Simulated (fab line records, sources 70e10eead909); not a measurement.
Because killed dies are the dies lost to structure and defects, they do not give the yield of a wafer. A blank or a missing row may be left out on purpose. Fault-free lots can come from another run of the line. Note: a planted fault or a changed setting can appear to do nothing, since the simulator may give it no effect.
fab line records | flow nandHarc
[record] lots = 24 wafers = 72 lastDay = 33
route steps=1302 shown A_CHANNEL_HOLE_D1@479 A_CHANNEL_FILL_D1@507 A_DECK1_JOINT@528 A_CHANNEL_FILL_D2@613
lots untouched by any fault: they come from a run of this same line in which no faults occurred
startH: the number of hours between the record's first day and the start of the first shown wafer of the lot | waitH: time in hours since the lot's previous step | " same as the row above | L1.1+2: a row that stands for several wafers | - value missing, or start not given | * or withheld: withheld | < > ~ a bound
route shown NAME@n: NAME is a module with steps in the file, n the number in the route of the first one | usual: mean and standard deviation over wafers with no fault | same: alike in all rows | chamber/n: place in a boat | sites: readings site by site | _std_site: the values' standard deviation | _edge_site: mean of outer sites minus mean of inner sites | radiusMm: how far each site lies from the wafer's centre | mask NAME#n: copy n | behind: the last tool/chamber to shape the wafer | hold: reason for holding the lot/hours on hold/outcome of the hold | device: whichever transistor did not switch (one of n, p or np) | end of line: the tests these same wafers got at the end of their route | step lacking rows: just its recipe | killed: at the first sort, the dies lost to defects and structure; wafer yield is something else | map: dies across one wafer; x = killed, . = not, _ = none there
set.NAME: the setting as run; set.NAME@STEP: as run at that earlier step | model.NAME: the simulator's own value behind a step, which no gauge read
a sample of lots followed through the steps of the route, with each step as a table and each wafer as a row
services: the hour from which a tool's chamber was out of use, counted from the record's first day as startH (under 0 if before that day), plus the number of hours and why
[[steps]]
[step NHARC_A_CHANNEL_HOLE_D1_ETCH_33]
[recipe] biasV = 400 sourceW = 2000 pressureMtorr = 25 timeS = 90 arFlowSccm = 375 c4f8FlowSccm = 41.7 o2FlowSccm = 83.3 tempC = -20 targetDepthA = 4000 chemistry = C4F8/O2/Ar
[usual] drypumpMotorCurrentA = 5.8/0.69 showerheadPlenumPTorr = 3.74/0.15 throttleValvePct = 27.620/0.0091
// columns lot.wafer tool chamber startH waitH drypumpMotorCurrentA rfHoursCounterH showerheadPlenumPTorr throttleValvePct
L074.2 harEtch-01 0 187.09 0.2 4.9 88 3.77 27.614
L074.1 " 1 " " 5.3 88 3.93 27.625
L074.6 " 0 " " 4.9 - 3.77 27.630
L075.1 harEtch-02 1 193.02 0.2 6.1 302 3.81 27.612
L075.3 " 1 " " 6.1 - 3.81 27.630
L075.6 " 0 " " 6.7 - 3.51 27.626
L076.2 harEtch-02 1 209.07 0.2 6.1 309 3.80 27.614
L076.3 " 0 " " 6.7 - 3.51 27.627
L076.4 " 1 " " 6.1 - 3.80 27.614
L077.1 harEtch-02 0 213.19 0.2 6.7 313 3.50 27.606
L077.6 " 0 " " 6.7 - 3.50 27.613
L077.5 " 1 " " 6.1 - 3.80 27.622
L078.4 harEtch-01 0 235.27 0.2 4.9 - 3.75 27.621
L078.6 " 1 " " 5.3 - 3.91 27.607
L078.5 " 0 " " 4.9 - 3.75 27.620
L079.2 harEtch-02 0 238.15 0.3 6.7 - 3.49 27.623
L079.5 " 0 " " 6.7 - 3.49 27.616
L079.6 " 0 " " 6.7 - 3.49 27.627
L080.1 harEtch-01 1 245.12 0.2 5.3 122 3.91 27.621
L080.4 " 0 " " 4.9 - 3.75 27.623
L080.6 " 0 " " 5.0 - 3.75 27.623
L081.1 harEtch-01 0 - - 4.9 126 3.75 27.612
L081.3 " 0 " " 4.9 - 3.75 27.614
L081.6 " 1 " " 5.4 - 3.91 27.623
L082.1 harEtch-01 0 270.64 0.2 4.9 137 3.74 27.629
L082.2 " 1 " " 5.4 137 3.90 27.619
L082.4 " 0 " " 4.9 - 3.74 27.632
L083.1 harEtch-02 1 272.40 0.2 6.1 336 3.79 27.614
L083.5 " 1 " " 6.1 - 3.79 27.628
L083.6 " 0 " " 6.7 - 3.48 27.626
L084.2 harEtch-02 0 288.51 0.2 6.7 359 3.48 27.638
L084.3 " 0 " " 6.7 - 3.48 27.637
L084.5 " 1 " " 6.1 - 3.78 27.617
L086.1 harEtch-01 0 301.12 0.2 4.9 152 3.73 27.611
L086.2 " 1 " " 5.3 152 3.89 27.608
L086.3 " 1 " " 5.3 - 3.89 27.605
L085.2 harEtch-02 1 301.82 0.2 6.1 351 3.78 27.615
L085.4 " 1 " " 6.1 - 3.78 27.609
L085.5 " 1 " " 6.1 - 3.78 27.610
L087.4 harEtch-02 0 315.70 0.2 6.7 - 3.47 27.608
L087.6 " 0 " " 6.7 - 3.47 27.612
L087.5 " 1 " " 6.1 - 3.77 27.628
L089.3 harEtch-01 1 328.98 0.2 5.4 - 3.88 27.610
L089.6 " 1 " " 5.4 - 3.88 27.611
L089.5 " 0 " " 4.9 - 3.72 27.606
L088.1 harEtch-02 1 333.69 0.3 6.1 378 3.76 27.628
L088.3 " 1 " " 6.1 - 3.76 27.610
L088.4 " 1 " " 6.1 - 3.76 27.627
L090.1 harEtch-02 1 351.92 0.2 6.1 390 3.76 27.627
L090.3 " 1 " " 6.1 - 3.75 27.614
L090.5 " 1 " " 6.1 - 3.75 27.615
L091.1 harEtch-01 0 352.45 0.2 4.9 183 3.72 27.617
L091.2 " 1 " " 5.4 183 3.87 27.625
L091.5 " 1 " " 5.4 - 3.87 27.631
L092.2 harEtch-01 1 373.71 0.2 5.4 194 3.87 27.621
L092.1 " 0 " " 4.9 194 3.71 27.629
L092.4 " 1 " " 5.4 - 3.87 27.624
L093.1 harEtch-01 1 390.04 0.2 5.4 210 3.86 27.613
L093.5 " 0 " " 4.9 - 3.70 27.629
L093.6 " 1 " " 5.4 - 3.86 27.632
L095.2 harEtch-01 0 394.17 0.2 4.9 213 3.70 27.624
L095.1 " 1 " " 5.4 213 3.86 27.603
L095.5 " 1 " " 5.4 - 3.86 27.624
L094.1 harEtch-02 1 398.04 0.2 6.1 4 3.74 27.613
L094.4 " 1 " " 6.1 - 3.74 27.622
L094.6 " 1 " " 6.1 - 3.74 27.628
L096.1 harEtch-01 0 400.04 0.2 4.9 217 3.70 27.613
L096.3 " 1 " " 5.4 - 3.85 27.623
L096.6 " 0 " " 4.9 - 3.70 27.622
L097.1 harEtch-02 0 422.96 0.2 6.7 19 3.97 27.628
L097.2 " 1 " " 6.1 19 3.74 27.619
L097.4 " 0 " " 6.7 - 3.97 27.630
[step NHARC_A_CHANNEL_FILL_D1_ALD_25]
[recipe] targetThkA = 600 pulseTimeS = 10 aldCycles = 600 tempC = 300 material = SiOx
[usual] heaterPowerW = 500/44 precursorPulseHeightRel = 0.998/0.018 susceptorTempC = 299.98/0.2
// columns lot.wafer tool chamber startH waitH heaterPowerW precursorPulseHeightRel susceptorTempC
L074.2 aldHk-01 0 228.27 0.7 475 1.002 299.84
L074.1 " 1 " " 463 0.970 299.83
L074.6 " 0 230.75 3.1 486 0.992 300.13
L075.3 aldHk-03 0 231.95 0.7 483 1.001 300.14
L075.1 " 1 " " 491 1.023 299.94
L075.6 " 0 234.43 3.2 496 0.972 300.06
L076.4 aldHk-03 0 249.87 1.3 496 0.984 299.74
L076.2 " 1 251.09 2.5 498 1.018 300.11
L076.3 " 2 252.31 3.7 468 0.982 299.87
L077.1 aldHk-01 0 253.96 1.3 486 0.988 300.22
L077.6 " 2 255.18 2.5 574 1.018 300.29
L077.5 " 3 " " 431 0.974 299.89
L078.4 aldHk-03 0 275.27 1.9 502 0.978 -
L078.6 " 1 " " 475 0.985 -
L078.5 " 2 " " 482 0.998 -
L079.2 aldHk-03 1 280.39 0.7 496 0.981 299.81
L079.6 " 0 282.24 2.5 507 0.992 299.86
L079.5 " 1 " " 494 0.999 299.77
L080.4 aldHk-04 0 284.92 0.1 446 0.973 300.19
L080.1 " 3 286.78 1.9 567 1.016 300.04
L080.6 " 1 288.01 3.2 462 1.010 300.12
L081.1 aldHk-01 1 291.60 0.1 477 0.997 300.05
L081.3 " 2 " " 572 0.975 299.87
L081.6 " 1 294.08 2.5 459 1.017 300.45
L082.4 aldHk-04 0 310.39 0.1 451 0.996 299.80
L082.1 " 2 311.65 1.3 498 1.008 299.79
L082.2 " 3 " " 553 0.982 299.74
L083.1 aldHk-03 1 312.23 1.9 508 1.005 299.85
L083.6 " 2 " " 481 0.975 300.08
L083.5 " 3 " " 569 1.016 299.89
L084.2 aldHk-03 3 327.56 0.7 554 0.990 299.81
L084.3 " 0 " " 516 0.990 299.96
L084.5 " 3 329.99 3.1 569 1.041 299.80
L085.2 aldHk-03 1 339.29 0.1 498 1.003 299.84
L085.4 " 2 " " 473 0.989 299.85
L085.5 " 2 342.40 3.2 481 1.002 299.90
L086.1 aldHk-01 1 339.29 0.1 472 1.055 299.82
L086.2 " 3 340.51 1.3 447 1.011 300.19
L086.3 " 0 " " 479 0.987 300.26
L087.4 aldHk-04 2 355.61 1.9 484 0.980 299.72
L087.5 " 3 " " 567 0.985 300.24
L087.6 " 0 " " 455 0.992 299.97
L089.3 aldHk-01 3 368.94 1.9 458 0.973 300.21
L089.5 " 0 " " 490 0.994 300.12
L089.6 " 1 " " 480 1.005 300.31
L088.3 aldHk-01 0 375.01 0.1 485 0.970 300.35
L088.1 " 1 " " 467 1.009 300.06
L088.4 " 2 " " 561 0.999 300.29
L091.1 aldHk-03 0 389.65 0.1 492 1.011 -
L091.2 " 1 " " 513 1.020 -
L091.5 " 1 392.66 3.1 501 0.982 -
L090.1 aldHk-01 3 390.82 1.2 467 1.010 -
L090.3 " 1 392.03 2.4 460 0.993 -
L090.5 " 3 393.24 3.6 458 0.979 -
L092.2 aldHk-03 2 416.26 0.7 477 0.965 299.68
L092.1 " 3 " " 538 1.000 300.17
L092.4 " 0 " " 515 1.018 299.78
L093.1 aldHk-04 2 432.80 0.8 484 0.977 299.74
L093.6 " 2 435.26 3.3 488 1.027 299.65
L093.5 " 3 " " 567 1.018 300.05
L094.4 aldHk-01 2 433.01 1.0 586 0.994 300.11
L094.1 " 3 " " 448 1.017 300.08
L094.6 " 2 435.45 3.5 580 0.988 300.08
L095.2 aldHk-03 3 433.98 2.0 571 0.976 299.99
L095.1 " 1 435.21 3.2 490 0.984 299.96
L095.5 " 2 " " 486 1.005 300.13
L096.3 aldHk-03 0 438.77 0.8 491 1.015 299.75
L096.1 " 2 440.01 2.0 470 0.990 299.90
L096.6 " 0 441.24 3.3 482 1.006 299.92
L097.4 aldHk-04 1 461.85 0.1 496 1.040 299.62
L097.2 " 2 463.09 1.3 508 0.999 299.86
L097.1 " 0 465.56 3.8 449 0.974 299.86
[step NHARC_A_CHANNEL_FILL_D1_STRIP_29]
[recipe] timeS = 20 o2FlowSccm = 500 arFlowSccm = 0 biasW = 0 chemistry = O2
[usual] drypumpMotorCurrentA = 5.7/0.47 oesProductAu = 1.000/0.0075 rfVppV = 57.7/0.89 showerheadPlenumPTorr = 3.47/0.14 throttleValvePct = 17.037/0.0087
// columns lot.wafer tool chamber startH waitH drypumpMotorCurrentA oesProductAu rfHoursCounterH rfVppV showerheadPlenumPTorr throttleValvePct
L074.2 rieDiel-02 2 - - 5.6 0.985 0.1 58.7 3.78 17.046
L074.1 " 0 " " 6.1 0.977 0.2 57.4 3.38 17.035
L074.6 " 1 " " 5.4 0.984 - 57.2 3.67 17.042
L075.1 rieDiel-13 1 237.09 0.1 5.2 1.002 3.3 58.2 3.55 17.030
L075.3 " 3 " " 5.0 1.003 3.7 58.2 3.35 17.054
L075.6 " 1 " " 5.2 1.003 - 58.0 3.55 17.039
L076.2 rieDiel-02 0 258.01 0.1 6.1 0.995 1.1 56.6 3.38 17.039
L076.3 " 3 " " 5.3 1.000 1.6 59.1 3.52 17.043
L076.4 " 2 " " 5.5 0.994 - 56.6 3.78 17.043
L077.1 rieDiel-13 2 - - 5.7 1.002 3.7 56.1 3.44 17.027
L077.6 " 3 " " 5.0 1.006 - 57.5 3.35 17.041
L077.5 " 0 " " 6.5 1.010 - 56.7 3.38 17.052
L078.4 rieDiel-02 1 - - 5.4 0.996 1.1 57.5 3.67 17.034
L078.6 " 0 " " 6.1 0.993 - 57.2 3.38 17.031
L078.5 " 1 " " 5.4 1.010 - 59.2 3.67 17.047
L079.2 rieDiel-13 2 - - 5.7 1.005 5.6 58.4 3.44 17.047
L079.5 " 1 " " 5.2 0.996 - 57.3 3.55 17.029
L079.6 " 2 " " 5.7 1.017 - 56.9 3.44 17.040
L080.1 rieDiel-09 2 - - 5.8 1.012 5.2 58.7 3.33 17.046
L080.4 " 1 " " 5.9 1.014 7.1 57.4 3.39 17.032
L080.6 " 3 " " 6.3 1.006 - 57.0 3.36 17.038
L081.1 rieDiel-02 0 - - 6.1 0.989 3.1 57.2 3.38 17.040
L081.3 " 2 " " 5.6 0.998 3.5 57.5 3.78 17.033
L081.6 " 0 " " 6.1 0.990 - 56.5 3.38 17.038
L083.1 rieDiel-02 2 - - 5.6 0.993 3.6 58.1 3.78 17.047
L083.6 " 1 " " 5.4 0.991 - 57.2 3.67 17.049
L083.5 " 2 " " 5.6 1.004 - 58.6 3.78 17.039
L082.2 rieDiel-09 0 - - 5.6 0.995 8.9 56.4 3.31 17.045
L082.4 " 1 " " 5.8 1.004 10.4 58.4 3.39 17.049
L082.1 " 3 " " 6.4 1.002 10.4 58.5 3.36 17.023
L084.2 rieDiel-13 2 - - 5.7 0.993 8.1 57.1 3.44 17.039
L084.3 " 0 " " 6.5 0.991 9.3 58.6 3.38 17.049
L084.5 " 2 " " 5.7 1.000 - 58.2 3.44 17.034
L086.1 rieDiel-09 1 - - 5.8 0.996 0.8 56.8 3.39 17.027
L086.3 " 2 " " 5.9 0.999 0.7 58.0 3.32 17.035
L086.2 " 3 " " 6.4 1.005 1.2 57.0 3.36 17.032
L085.2 rieDiel-02 3 - - 5.3 1.005 5.3 56.6 3.52 17.038
L085.4 " 0 " " 6.1 0.999 4.7 56.8 3.38 17.030
L085.5 " 2 " " 5.6 0.999 - 58.4 3.78 17.038
L087.5 rieDiel-09 3 359.55 0.1 6.4 1.008 - 58.1 3.36 17.041
L087.6 " 0 " " 5.6 1.002 - 57.0 3.31 17.052
L087.4 " 1 " " 5.9 0.998 - 58.3 3.39 17.036
L089.3 rieDiel-13 3 - - 5.0 1.005 1.6 56.1 3.34 17.020
L089.6 " 0 " " 6.5 0.992 - 56.8 3.38 17.042
L089.5 " 1 " " 5.2 1.000 - 58.4 3.55 17.040
L088.3 rieDiel-13 2 - - 5.7 0.997 1.6 57.4 3.44 17.041
L088.1 " 0 " " 6.5 1.011 1.7 57.2 3.38 17.040
L088.4 " 1 " " 5.2 1.009 1.6 57.8 3.55 17.075
L091.2 rieDiel-09 1 - - 5.9 1.002 4.2 56.9 3.39 17.020
L091.1 " 2 " " 5.9 1.007 2.5 58.5 3.32 17.044
L091.5 " 0 " " 5.6 0.997 - 57.0 3.31 17.033
L090.1 rieDiel-13 2 396.67 0.3 5.7 1.003 2.2 57.6 3.44 17.039
L090.3 " 0 " " 6.5 1.002 2.3 56.3 3.38 17.020
L090.5 " 1 " " 5.2 0.998 - 59.1 3.55 17.034
L092.1 rieDiel-13 2 - - 5.7 0.991 3.7 57.9 3.44 17.039
L092.2 " 3 " " 5.0 0.993 2.5 57.5 3.34 17.037
L092.4 " 0 " " 6.5 1.003 4.3 58.4 3.38 17.025
L093.1 rieDiel-13 0 - - 6.5 1.003 4.9 57.0 3.38 17.046
L093.5 " 0 " " 6.5 1.001 - 55.4 3.38 17.038
L093.6 " 1 " " 5.2 0.998 - 59.6 3.54 17.040
L094.1 rieDiel-09 1 - - 5.9 1.008 7.0 57.6 3.39 17.048
L094.4 " 2 " " 5.9 0.997 5.2 56.6 3.32 17.050
L094.6 " 3 " " 6.4 1.006 - 56.6 3.36 17.036
L095.2 rieDiel-02 2 - - 5.6 1.007 1.3 59.0 3.77 17.041
L095.1 " 3 " " 5.3 1.001 1.7 58.5 3.52 17.027
L095.5 " 0 " " 6.1 1.001 - 57.2 3.38 17.031
L096.1 rieDiel-13 1 - - 5.2 1.001 5.1 57.8 3.54 17.036
L096.3 " 2 " " 5.7 0.995 4.5 56.7 3.43 17.037
L096.6 " 2 " " 5.6 1.001 - 58.6 3.43 17.026
L097.2 rieDiel-02 2 - - 5.6 1.010 2.3 57.4 3.77 17.041
L097.1 " 3 " " 5.3 1.005 2.7 58.3 3.52 17.037
L097.4 " 0 " " 6.1 0.997 2.4 58.0 3.38 17.041
[step NHARC_A_DECK1_JOINT_THK_MEAS_14]
[recipe] thkMeasGauge = ellipsometry
[usual] thkNm = 50.9/1.4
// columns lot.wafer tool chamber startH waitH thkNm
L074.1 filmMetro-01 - 250.44 0.2 48.1
L074.2 " - " " 50.7
L074.6 " - " " 50.1
L075.1 filmMetro-02 - 254.43 0.2 49.2
L075.3 " - " " 48.4
L075.6 " - " " 49.7
L076.2 filmMetro-02 - 274.80 0.2 51.4
L076.3 " - " " 51.5
L076.4 " - " " 50.2
L077.1 filmMetro-01 - 274.80 0.2 49.5
L077.5 " - " " 50.2
L077.6 " - " " 52.0
L078.4 filmMetro-02 - 295.68 0.2 51.9
L078.5 " - " " 51.1
L078.6 " - " " 52.5
L079.2 filmMetro-02 - 302.01 0.2 52.0
L079.5 " - " " 50.0
L079.6 " - " " 53.4
L080.1 filmMetro-02 - 307.25 0.2 49.8
L080.4 " - " " 51.9
L080.6 " - " " 51.3
L081.1 filmMetro-02 - 314.03 0.2 50.5
L081.3 " - " " 51.8
L081.6 " - " " 51.8
L082.1 filmMetro-01 - 332.76 0.2 53.0
L082.2 " - " " 52.6
L082.4 " - " " 52.0
L083.1 filmMetro-02 - 332.76 0.2 51.4
L083.5 " - " " 52.0
L083.6 " - " " 52.2
L084.2 filmMetro-02 - 353.20 0.2 51.3
L084.3 " - " " 51.4
L084.5 " - " " 51.5
L086.1 filmMetro-01 - 362.02 0.2 52.6
L086.2 " - " " 50.8
L086.3 " - " " 51.2
L085.2 filmMetro-02 - 362.02 0.2 49.4
L085.4 " - " " 51.5
L085.5 " - " " 51.0
L087.4 filmMetro-01 - 376.12 0.2 50.8
L087.5 " - " " 49.8
L087.6 " - " " 53.1
L089.3 filmMetro-02 - 390.34 0.2 51.6
L089.5 " - " " 49.5
L089.6 " - " " 52.5
L088.1 filmMetro-01 - 397.23 0.2 52.1
L088.3 " - " " 49.1
L088.4 " - " " 52.7
L090.1 filmMetro-02 - 411.71 0.2 49.7
L090.3 " - " " 47.3
L090.5 " - " " 52.4
L091.1 filmMetro-01 - 411.73 0.2 52.0
L091.2 " - " " 48.1
L091.5 " - " " 50.7
L092.1 filmMetro-01 - 438.98 0.2 52.2
L092.2 " - " " 51.2
L092.4 " - " " 50.4
L095.1 filmMetro-01 - 455.26 0.2 50.2
L095.2 " - " " 49.6
L095.5 " - " " 50.1
L093.1 filmMetro-02 - 455.26 0.2 49.9
L093.5 " - " " 52.1
L093.6 " - " " 49.1
L094.1 filmMetro-01 - 455.40 0.2 49.5
L094.4 " - " " 50.9
L094.6 " - " " 52.6
L096.1 filmMetro-01 - 460.48 0.2 51.3
L096.3 " - " " 52.0
L096.6 " - " " 49.8
L097.1 filmMetro-02 - 487.87 0.2 52.0
L097.2 " - " " 51.4
L097.4 " - " " 52.1
[step NHARC_A_CHANNEL_FILL_D2_ALD_03]
[recipe] targetThkA = 60 pulseTimeS = 60 aldCycles = 58 tempC = 630 pressureTorr = 2 material = SiNx
[usual] precursorPulseHeightRel = 0.999/0.02 susceptorTempC = 630.05/0.26
// columns lot.wafer tool chamber startH waitH precursorPulseHeightRel susceptorTempC
L074.1 aldSinBatch-01 0 - - 0.959 -
L074.2 " 0 " " 1.007 -
L074.6 " 0 " " 1.047 -
L075.1 aldSinBatch-01 0 - - 0.963 -
L075.3 " 0 " " 0.967 -
L075.6 " 0 " " 0.956 -
L076.2 aldSinBatch-01 0 - - 1.037 -
L076.3 " 0 " " 0.989 -
L076.4 " 0 " " 1.019 -
L077.1 aldSinBatch-01 0 - - 0.967 630.13
L077.5 " 0 " " 0.990 629.82
L077.6 " 0 " " 0.987 630.32
L078.4 aldSinBatch-01 0 - - 1.013 629.60
L078.5 " 0 " " 1.023 629.90
L078.6 " 0 " " 1.031 629.76
L079.2 aldSinBatch-01 0 - - 1.017 629.90
L079.5 " 0 " " 1.018 629.86
L079.6 " 0 " " 1.017 629.91
L080.1 aldSinBatch-01 0 - - 0.993 629.98
L080.4 " 0 " " 0.993 630.02
L080.6 " 0 " " 0.967 630.41
L081.1 aldSinBatch-01 0 - - 0.988 630.07
L081.3 " 0 " " 0.987 630.08
L081.6 " 0 " " 1.008 629.89
L082.1 aldSinBatch-03 0 - - 0.987 630.38
L082.2 " 0 " " 0.999 629.92
L082.4 " 0 " " 1.015 629.78
L083.1 aldSinBatch-01 0 - - 0.993 -
L083.5 " 0 " " 1.023 -
L083.6 " 0 " " 0.977 -
L084.2 aldSinBatch-03 0 - - 1.007 630.15
L084.3 " 0 " " 0.980 629.73
L084.5 " 0 " " 0.984 629.98
L085.2 aldSinBatch-03 0 - - 1.042 629.90
L085.4 " 0 " " 0.975 630.11
L085.5 " 0 " " 1.030 630.21
L086.1 aldSinBatch-03 0 - - 1.025 630.25
L086.2 " 0 " " 1.035 629.92
L086.3 " 0 " " 1.003 630.00
L087.4 aldSinBatch-03 0 - - 1.006 630.04
L087.5 " 0 " " 1.001 630.24
L087.6 " 0 " " 0.997 629.90
L089.3 aldSinBatch-02 0 - - 0.999 629.95
L089.5 " 0 " " 0.961 629.84
L089.6 " 0 " " 1.011 629.77
L088.1 aldSinBatch-01 0 - - 1.021 630.18
L088.3 " 0 " " 0.992 630.25
L088.4 " 0 " " 1.005 630.28
L090.1 aldSinBatch-01 0 - - 0.977 630.36
L090.3 " 0 " " 0.978 630.01
L090.5 " 0 " " 0.988 630.21
L091.1 aldSinBatch-01 0 - - 1.003 629.53
L091.2 " 0 " " 1.004 630.18
L091.5 " 0 " " 1.024 630.14
L092.1 aldSinBatch-03 0 - - 1.008 630.19
L092.2 " 0 " " 0.980 629.79
L092.4 " 0 " " 0.989 630.18
L094.1 aldSinBatch-02 0 - - 1.007 630.06
L094.4 " 0 " " 0.986 629.68
L094.6 " 0 " " 0.965 629.85
L095.1 aldSinBatch-02 0 - - 0.999 630.07
L095.2 " 0 " " 0.969 629.98
L095.5 " 0 " " 0.995 630.29
L093.1 aldSinBatch-02 0 - - 1.010 630.50
L093.5 " 0 " " 0.985 629.89
L093.6 " 0 " " 1.030 630.20
L096.1 aldSinBatch-02 0 - - 1.017 630.17
L096.3 " 0 " " 1.014 630.45
L096.6 " 0 " " 1.018 630.31
L097.1 aldSinBatch-02 0 - - 0.979 629.58
L097.2 " 0 " " 0.962 629.83
L097.4 " 0 " " 1.010 629.88
[step NHARC_A_CHANNEL_FILL_D2_THK_MEAS_06]
[recipe] thkMeasGauge = ellipsometry
[usual] thkNm = 5.0/0.88
// columns lot.wafer tool chamber startH waitH thkNm
L075.1 filmMetro-02 - 342.68 0.4 5.6
L075.3 " - " " 5.4
L075.6 " - " " 4.6
L074.1 filmMetro-01 - 342.71 0.4 4.3
L074.2 " - " " 4.0
L074.6 " - " " 3.5
L076.2 filmMetro-02 - 357.50 0.4 4.7
L076.3 " - " " 4.7
L076.4 " - " " 5.8
L077.1 filmMetro-02 - 363.63 0.4 4.5
L077.5 " - " " 4.1
L077.6 " - " " 3.3
L079.2 filmMetro-01 - 379.20 0.4 6.3
L079.5 " - " " 5.5
L079.6 " - " " 4.1
L078.4 filmMetro-01 - 379.21 0.4 4.9
L078.5 " - " " 6.6
L078.6 " - " " 4.1
L080.1 filmMetro-01 - 393.93 0.4 4.8
L080.4 " - " " 5.4
L080.6 " - " " 5.0
L081.1 filmMetro-01 - 401.46 0.4 5.4
L081.3 " - " " 5.6
L081.6 " - " " 6.6
L082.1 filmMetro-01 - 423.12 0.4 5.2
L082.2 " - " " 3.6
L082.4 " - " " 5.4
L083.1 filmMetro-01 - 429.68 0.4 6.7
L083.5 " - " " 5.4
L083.6 " - " " 4.3
L084.2 filmMetro-01 - 442.75 0.4 5.8
L084.3 " - " " 6.1
L084.5 " - " " 4.8
L086.1 filmMetro-02 - 448.57 0.4 4.2
L086.2 " - " " 6.5
L086.3 " - " " 4.4
L085.2 filmMetro-01 - 448.57 0.4 4.2
L085.4 " - " " 5.7
L085.5 " - " " 4.5
L087.4 filmMetro-02 - 463.52 0.4 5.2
L087.5 " - " " 6.6
L087.6 " - " " 6.2
L089.3 filmMetro-02 - 480.37 0.4 3.4
L089.5 " - " " 4.8
L089.6 " - " " 4.5
L088.1 filmMetro-02 - 486.13 0.4 5.7
L088.3 " - " " 4.9
L088.4 " - " " 6.4
L091.1 filmMetro-01 - 507.52 0.4 4.5
L091.2 " - " " 5.4
L091.5 " - " " 5.8
L090.1 filmMetro-02 - 507.52 0.4 5.5
L090.3 " - " " 6.2
L090.5 " - " " 4.5
L092.1 filmMetro-02 - 519.72 0.4 3.6
L092.2 " - " " 4.4
L092.4 " - " " 5.0
L094.1 filmMetro-01 - 539.11 0.4 5.5
L094.4 " - " " 6.0
L094.6 " - " " 4.7
L095.1 filmMetro-02 - 539.11 0.4 4.1
L095.2 " - " " 3.8
L095.5 " - " " 3.6
L096.1 filmMetro-01 - 545.25 0.4 5.3
L096.3 " - " " 4.6
L096.6 " - " " 3.1
L093.1 filmMetro-02 - 545.26 0.4 5.1
L093.5 " - " " 6.6
L093.6 " - " " 6.7
L097.1 filmMetro-01 - 576.94 0.4 4.2
L097.2 " - " " 6.3
L097.4 " - " " 4.7
[[services]]
// columns tool chamber startH hours kind
rieDiel-13 - 165.00 9.0 pm
harEtch-01 - 204.37 0.4 repair
aldHk-03 - 214.11 10.0 pm
rieDiel-02 - 216.70 9.0 pm
rieDiel-13 2 222.04 20.7 repair
rieDiel-13 3 247.59 6.3 repair
rieDiel-02 1 257.31 18.0 repair
harEtch-01 - 273.77 1.6 repair
aldHk-01 - 299.49 10.0 pm
rieDiel-13 1 306.66 2.6 repair
harEtch-01 - 337.73 0.1 repair
rieDiel-13 - 342.00 9.0 pm
aldHk-01 - 365.90 0.8 repair
harEtch-02 - 377.07 17.0 pm
rieDiel-13 3 386.69 16.1 repair
rieDiel-02 - 393.70 9.0 pm
rieDiel-13 2 405.21 4.8 repair
rieDiel-13 1 411.79 4.6 repair
rieDiel-02 0 449.94 10.9 repair
aldHk-01 - 477.54 10.0 pm
aldSinBatch-01 - 506.00 26.0 pm
rieDiel-02 2 514.27 4.9 repair
rieDiel-13 1 517.50 1.8 repair
rieDiel-13 - 519.00 9.0 pm
[[key]]
fault none
